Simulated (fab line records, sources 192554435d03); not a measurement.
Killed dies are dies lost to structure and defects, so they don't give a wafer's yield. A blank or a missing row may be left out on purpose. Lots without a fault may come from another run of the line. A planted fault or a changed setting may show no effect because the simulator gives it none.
Which tool did it? | flow n5_finfet | 10 lots, 30 wafers sampled, at 5 steps of a route of 1938

WHAT THE GAUGES READ, wafer by wafer
N5_BEOL_M4_RC_MEAS_101. Usual: DIBL_N 36.5 mV/V, standard deviation 1.4; DIBL_P 36.9 mV/V, standard deviation 1.7; IOFF_N 0.163 nA/um, standard deviation 0.023; IOFF_P 0.22 nA/um, standard deviation 0.032; ION_N 673 uA/um, standard deviation 9; ION_P 462 uA/um, standard deviation 7.5; SS_N 71.6 mV/dec, standard deviation 0.54; SS_P 73.4 mV/dec, standard deviation 0.62; VT_N 249.8 mV, standard deviation 2.8; VT_P -250 mV, standard deviation 3.5.
lot  | measured     | on        | DIBL_N (mV/V)  | DIBL_P (mV/V)  | IOFF_N (nA/um)    | IOFF_P (nA/um) | ION_N (uA/um) | ION_P (uA/um) | SS_N (mV/dec)  | SS_P (mV/dec)  | VT_N (mV)         | VT_P (mV)      | flag
L156 | day 7 20:49  | prober-02 | 35.6 36.6 35.5 | 35.4 36.4 35.4 | 0.143 0.167 0.149 | 0.19 0.20 0.19 | 663 665 674   | 459 450 461   | 71.8 72.1 71.7 | 73.3 73.2 72.7 | 252.3 249.5 251.7 | -255 -253 -255 |
L157 | day 7 23:18  | prober-01 | 35.0 37.3 36.1 | 35.9 38.7 37.2 | 0.143 0.184 0.163 | 0.21 0.26 0.23 | 657 680 663   | 457 468 460   | 71.2 71.9 72.0 | 73.6 74.2 73.8 | 253.3 247.2 250.5 | -248 -245 -249 |
L162 | day 9 05:38  | prober-01 | 35.7 37.9 37.6 | 35.3 38.6 37.6 | 0.135 0.182 0.172 | 0.19 0.24 0.22 | 663 680 689   | 459 464 470   | 71.3 71.5 71.0 | 73.8 74.6 74.1 | 253.6 247.2 249.3 | -253 -248 -251 |
L164 | day 9 21:07  | prober-01 | 36.0 35.8 36.5 | 37.5 37.3 37.8 | 0.176 0.174 0.187 | 0.25 0.25 0.27 | 676 672 679   | 468 469 469   | 71.8 71.7 73.1 | 74.1 74.3 73.4 | 248.6 246.6 249.4 | -244 -248 -246 |
L165 | day 10 00:04 | prober-02 | 33.7 35.0 35.0 | 34.2 37.2 36.4 | 0.114 0.146 0.137 | 0.14 0.18 0.17 | 642 671 670   | 441 453 453   | 71.0 71.8 71.4 | 72.4 72.6 73.4 | 256.7 250.6 253.7 | -258 -256 -256 |
L172 | day 12 08:54 | prober-02 | 38.2 35.8 35.6 | 39.0 36.5 35.4 | 0.202 0.160 0.148 | 0.26 0.21 0.19 | 680 660 676   | 470 454 460   | 71.1 71.4 71.3 | 73.4 72.9 73.3 | 245.6 248.4 250.4 | -246 -249 -252 |
L173 | day 12 12:41 | prober-02 | 36.8 36.8 37.8 | 38.5 38.7 40.1 | 0.174 0.182 0.198 | 0.21 0.24 0.25 | 686 684 688   | 462 470 467   | 71.9 71.7 72.4 | 73.5 73.6 73.6 | 247.8 248.8 244.6 | -251 -248 -246 |
L175 | day 12 13:56 | prober-01 | 33.6 35.3 33.0 | 35.0 36.8 34.3 | 0.123 0.146 0.114 | 0.19 0.21 0.18 | 658 678 657   | 461 464 461   | 70.9 71.4 71.1 | 72.6 73.4 73.1 | 255.1 253.1 255.0 | -251 -252 -256 |
L176 | day 12 18:17 | prober-02 | 37.8 35.1 34.4 | 39.6 36.1 35.9 | 0.191 0.142 0.128 | 0.22 0.17 0.17 | 679 671 656   | 457 448 454   | 71.9 71.0 70.8 | 74.2 73.7 73.8 | 247.5 251.1 255.7 | -252 -258 -254 |
L177 | day 13 19:39 | prober-01 | 32.4 33.6 33.5 | 32.4 34.1 33.6 | 0.116 0.125 0.126 | 0.17 0.18 0.17 | 662 672 670   | 457 472 458   | 70.1 70.4 70.2 | 72.2 72.7 72.0 | 252.3 252.2 247.5 | -253 -251 -254 |

WHICH TOOL RAN EACH LOT (tool, then ch and the chambers of the sampled wafers, then the start)
lot  | N5_BEOL_M3_ANNEAL_82         | N5_BEOL_M3_SPUTTER_88        | N5_BEOL_M3_ANNEAL_51             | N5_BEOL_M3_CMP_52
L156 | pvd_sputter-01, day 7 06:13  | pvd_sputter-01, day 7 06:34  | rtp_anneal-02 ch 0, day 7 07:39  | cmp-03 ch 1,2,3, day 7 07:56
L157 | pvd_sputter-02, day 7 09:40  | pvd_sputter-02, day 7 10:02  | rtp_anneal-01 ch 0, day 7 11:17  | cmp-03 ch 0,1, day 7 11:35
L162 | pvd_sputter-01, day 8 15:22  | pvd_sputter-01, day 8 15:43  | rtp_anneal-01 ch 0, day 8 16:50  | cmp-01 ch 0,1,3, day 8 17:05
L164 | pvd_sputter-03, day 9 07:44  | pvd_sputter-03, day 9 08:05  | rtp_anneal-02 ch 0, day 9 12:20  | cmp-03 ch 2,3, day 9 12:40
L165 | pvd_sputter-01, day 9 12:05  | pvd_sputter-01, day 9 12:27  | rtp_anneal-02 ch 0, day 9 13:34  | cmp-03 ch 0,2, day 9 13:49
L172 | pvd_sputter-01, day 11 17:12 | pvd_sputter-01, day 11 17:34 | rtp_anneal-01 ch 0, day 11 18:41 | cmp-03 ch 0,1,2, day 11 18:56
L173 | pvd_sputter-03, day 11 22:31 | pvd_sputter-03, day 11 22:53 | rtp_anneal-01 ch 0, day 12 00:11 | cmp-04 ch 1,2, day 12 00:29
L175 | pvd_sputter-02, day 12 00:16 | pvd_sputter-02, day 12 00:38 | rtp_anneal-02 ch 0, day 12 01:50 | cmp-03 ch 0,1,2, day 12 02:10
L176 | pvd_sputter-01, day 12 04:43 | pvd_sputter-01, day 12 05:04 | rtp_anneal-02 ch 0, day 12 06:14 | cmp-01 ch 0,1,3, day 12 06:43
L177 | pvd_sputter-01, day 13 08:59 | pvd_sputter-01, day 13 09:20 | rtp_anneal-02 ch 0, day 13 10:25 | cmp-04 ch 1,3, day 13 10:43
- N5_BEOL_M3_ANNEAL_82: time 240 s.
- N5_BEOL_M3_SPUTTER_88: material Cu, target thk 4.5 nm, time 8.29 s.
- N5_BEOL_M3_ANNEAL_51: time 90 s.
- N5_BEOL_M3_CMP_52: polishes, stops on SiOC, t overpolish 6.8 s, target thk 40 nm.

WHAT THE TOOLS THEMSELVES READ (means of the sampled wafers that have a number; where no wafer has one, the mark that the record gives instead)
N5_BEOL_M3_ANNEAL_82. Usual: heater_power_w 827 W, standard deviation 85.
lot  | tool           | heater_power_w (W) | flag
L156 | pvd_sputter-01 | 847                |
L157 | pvd_sputter-02 | 863                |
L162 | pvd_sputter-01 | 788                |
L164 | pvd_sputter-03 | 819                |
L165 | pvd_sputter-01 | 755                |
L172 | pvd_sputter-01 | 837                |
L173 | pvd_sputter-03 | 885                |
L175 | pvd_sputter-02 | 789                |
L176 | pvd_sputter-01 | 800                |
L177 | pvd_sputter-01 | 830                |

N5_BEOL_M3_SPUTTER_88. Usual: throttle_valve_pct 29.6 %, standard deviation 1.1.
lot  | tool           | throttle_valve_pct (%) | flag
L156 | pvd_sputter-01 | 29.5                   |
L157 | pvd_sputter-02 | 29.8                   |
L162 | pvd_sputter-01 | 29.4                   |
L164 | pvd_sputter-03 | 29.6                   |
L165 | pvd_sputter-01 | 29.8                   |
L172 | pvd_sputter-01 | 28.8                   |
L173 | pvd_sputter-03 | 29.4                   |
L175 | pvd_sputter-02 | 30.6                   |
L176 | pvd_sputter-01 | 30.1                   |
L177 | pvd_sputter-01 | 28.9                   |

N5_BEOL_M3_ANNEAL_51. Usual: wafer_temp_C_max 225.77, standard deviation 0.29.
lot  | tool          | wafer_temp_C_max | flag
L156 | rtp_anneal-02 | 226.12           |
L157 | rtp_anneal-01 | 225.68           |
L162 | rtp_anneal-01 | 225.46           |
L164 | rtp_anneal-02 | 225.85           |
L165 | rtp_anneal-02 | 225.95           |
L172 | rtp_anneal-01 | 225.58           |
L173 | rtp_anneal-01 | 225.58           |
L175 | rtp_anneal-02 | 225.63           |
L176 | rtp_anneal-02 | 225.48           |
L177 | rtp_anneal-02 | 226.26           |

N5_BEOL_M3_CMP_52. Usual: barrier_field_endpoint_s 24.4 s, standard deviation 0.5; clearing_platen_down_force_psi 1.499 psi, standard deviation 0.0031; motor_current_A 6.1 A, standard deviation 0.63; overpolish_run_s 6.799 s, standard deviation 0.0091; time_to_endpoint_s 62.0 s, standard deviation 2.3.
lot  | tool   | barrier_field_endpoint_s (s) | clearing_platen_down_force_psi (psi) | motor_current_A (A) | overpolish_run_s (s) | time_to_endpoint_s (s) | flag
L156 | cmp-03 | 24.1                         | 1.499                                | 6.3                 | 6.792                | 58.6                   |
L157 | cmp-03 | 23.8                         | 1.502                                | 6.4                 | 6.802                | 61.7                   |
L162 | cmp-01 | 24.7                         | 1.499                                | 5.4                 | 6.808                | 61.2                   |
L164 | cmp-03 | 24.7                         | 1.501                                | 6.3                 | 6.790                | 59.8                   |
L165 | cmp-03 | 24.2                         | 1.500                                | 6.4                 | 6.799                | 60.5                   |
L172 | cmp-03 | 30.9                         | 1.503                                | 6.3                 | 6.804                | 78.8                   | OFF
L173 | cmp-04 | 24.8                         | 1.497                                | 6.0                 | 6.796                | 62.7                   |
L175 | cmp-03 | 29.7                         | 1.498                                | 6.4                 | 6.801                | 78.0                   | OFF
L176 | cmp-01 | 24.4                         | 1.498                                | 5.5                 | 6.797                | 64.0                   |
L177 | cmp-04 | 24.4                         | 1.498                                | 5.6                 | 6.792                | 62.3                   |

THE ANSWER, worked out from the rows above alone
Rule: a lot is off if the mean of its wafers that have a number lies more than 3 standard deviations from the usual mean. A lot without any number at a reading at which 4 lots or more have one is off too. The other lots that the step has rows for count as sound. The gauges are gone through in route order, then the tools' own readings, and for those a lot's mean is taken as printed above. The first step at which some lot is off is used, and at that step the reading that is off furthest; a lot without a number counts as furthest.
Off: L172, L175, at N5_BEOL_M3_CMP_52 (barrier_field_endpoint_s).
A tool fits if, at that step or a process step before it, it ran every lot that is off, and no sound lot after the first of them. One fits: cmp-03 at N5_BEOL_M3_CMP_52. Its last sound lot is L165 (day 9 13:49), its first lot that is off L172 (day 11 18:56): a fault that began between those two fits.
The tool's own readings at N5_BEOL_M3_CMP_52 bear it out: on the lots that are off they differ by more than 5 times the standard deviation of the sound lots' means. barrier_field_endpoint_s reads 30.3 s there against 24.4 s on the sound lots; time_to_endpoint_s reads 78.4 s there against 61.4 s on the sound lots.

WHAT THE SIMULATOR HAD PUT IN
Process parameter drift: cmp-03, from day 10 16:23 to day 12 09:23, at N5_BEOL_M3_CMP_52. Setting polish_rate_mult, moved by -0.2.
Lots struck among those shown: L172, L175. The rule above found the same.
